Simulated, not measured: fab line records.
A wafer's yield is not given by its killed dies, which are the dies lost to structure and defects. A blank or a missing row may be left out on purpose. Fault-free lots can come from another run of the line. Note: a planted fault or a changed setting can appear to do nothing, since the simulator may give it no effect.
Matching of chambers	flow n5 finfet	N5_BEOL_M5_ETCH_72 on rie diel-02 has 4 sister chambers
The step etches underlayer in N2/H2, target depth 6.5 nm, time 5.2 s. 8 wafers are shown with their chamber, then 7 later ones without.

WAFERS PAIRED WITH THEIR CHAMBERS
wafer	chamber	showerhead plenum p Torr (Torr)	drypump motor current A (A)
L084.1	1	2.59	5.9
L084.5	3	2.34	5.1
L085.4	2	2.64	6.1
L085.5	3	2.34	5.1
L082.3	2	2.64	6.1
L082.6	0	2.63	5.1
L090.1	0	2.62	5.1
L090.4	1	2.59	5.8

WAFERS WITHOUT THEIR CHAMBER
wafer	showerhead plenum p Torr (Torr)	drypump motor current A (A)
L090.6	2.59	5.8
L091.1	2.64	6.1
L091.2	2.62	5.1
L091.6	2.33	5.2
L094.2	2.33	5.2
L094.3	2.59	5.8
L094.6	2.33	5.1

EACH ONE'S CHAMBER
wafer	from the rows above	in truth
L090.6	1	1
L091.1	2	2
L091.2	0	0
L091.6	3	3
L094.2	3	3
L094.3	1	1
L094.6	3	3
Correctly placed: 7 of 7. Left unplaced by these rows: 0. Wrongly placed: 0.
How it was worked out, from the rows above alone: a wafer's distance from a chamber is the root of the sum, over the readings, of the square of ((its reading less the chamber's mean) divided by the reading's scatter). If the next closest chamber is less than 2 further off than the closest, the wafer can't be placed; otherwise it belongs to the closest. For every chamber, the mean is computed from those of its wafers that are shown. The scatter: the root of (the sum of the squares of (reading less its chamber's mean) over the shown wafers, divided by (wafers less chambers)).
